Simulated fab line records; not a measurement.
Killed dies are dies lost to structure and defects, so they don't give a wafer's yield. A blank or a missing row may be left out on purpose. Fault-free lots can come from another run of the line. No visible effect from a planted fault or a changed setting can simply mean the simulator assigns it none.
One fault seen from 2 desks || flow n5Finfet || only its own numbers are on each desk; what lay behind them is given at the end

## DESK OF THE TOOL OWNER: rieDiel-06
The tool's own readings at N5_BEOL_M3_VIA_ETCH_34 (etches the open film in C4F6/O2, target depth 69.4 nm, time 65.9 s): means of the sampled wafers that have a number, for each lot that ran on this tool. A lot is out of limits, marked OUT, if its mean lies more than 4 standard deviations from the usual mean; the brackets give that distance.
Columns: A = chamberPressureMTorr at N5_BEOL_M3_VIA_ETCH_34, usual 15.000 mTorr; B = drypumpMotorCurrentA at N5_BEOL_M3_VIA_ETCH_34, usual 5.7 A; C = oesProductAu at N5_BEOL_M3_VIA_ETCH_34, usual 0.77 a.u.; D = rfVppV at N5_BEOL_M3_VIA_ETCH_34, usual 667 V; E = showerheadPlenumPTorr at N5_BEOL_M3_VIA_ETCH_34, usual 2.85 Torr; F = throttleValvePct at N5_BEOL_M3_VIA_ETCH_34, usual 30.80 %
{"lot": "L816", "first seen here": "day 9 11:29", "A": 15.011, "B": 5.5, "C": 0.81, "D": 667, "E": 2.81, "F": 30.64}
{"lot": "L828", "first seen here": "day 12 22:23", "A": 14.997, "B": 5.7, "C": 1.02, "D": 662, "E": 2.85, "F": 30.60}
{"lot": "L829", "first seen here": "day 13 05:55", "A": 14.989, "B": 5.2, "C": 0.92, "D": 670, "E": 2.80, "F": 30.60}
{"lot": "L830", "first seen here": "day 13 14:51", "A": 15.002, "B": 5.5, "C": 1.01, "D": 665, "E": 2.79, "F": 30.62}
This desk's finding: nothing out of limits on any of the 4 lots.

## METROLOGY DESK
What the gauges read, lot by lot, whatever tool the lot ran on: means of the sampled wafers that have a number. A lot is out of limits, marked OUT, if its mean lies more than 4 standard deviations from the usual mean; the brackets give that distance. 7 of its 10 readings are shown, namely those furthest out on some lot.
Columns: A = DIBL_N at N5_BEOL_M4_RC_MEAS_101, usual 35.9 mV/V; B = IOFF_N at N5_BEOL_M4_RC_MEAS_101, usual 0.16 nA/um; C = IOFF_P at N5_BEOL_M4_RC_MEAS_101, usual 0.22 nA/um; D = ION_N at N5_BEOL_M4_RC_MEAS_101, usual 676 uA/um; E = ION_P at N5_BEOL_M4_RC_MEAS_101, usual 465 uA/um; F = VT_N at N5_BEOL_M4_RC_MEAS_101, usual 250 mV; G = VT_P at N5_BEOL_M4_RC_MEAS_101, usual -250 mV
{"lot": "L812", "first seen here": "day 9 22:43", "A": 35.2, "B": 0.14, "C": 0.17, "D": 669, "E": 455, "F": 251, "G": -256}
{"lot": "L816", "first seen here": "day 10 02:40", "A": 35.7, "B": 0.16, "C": 0.23, "D": 682, "E": 471, "F": 250, "G": -247}
{"lot": "L828", "first seen here": "day 13 15:34", "A": 36.2, "B": 0.18, "C": 0.23, "D": 682, "E": 467, "F": 247, "G": -249}
{"lot": "L829", "first seen here": "day 13 20:39", "A": 38.5, "B": 0.21, "C": 0.27, "D": 694, "E": 478, "F": 244, "G": -245}
{"lot": "L830", "first seen here": "day 14 09:16", "A": 35.2, "B": 0.12, "C": 0.15, "D": 654, "E": 447, "F": 255, "G": -257}
This desk's finding: nothing out of limits on any of the 5 lots.

## BROUGHT TOGETHER
The tool owner's desk saw nothing out of limits.
At the metrology desk, nothing out of limits was observed.

## WHAT THE SIMULATOR HAD PUT IN
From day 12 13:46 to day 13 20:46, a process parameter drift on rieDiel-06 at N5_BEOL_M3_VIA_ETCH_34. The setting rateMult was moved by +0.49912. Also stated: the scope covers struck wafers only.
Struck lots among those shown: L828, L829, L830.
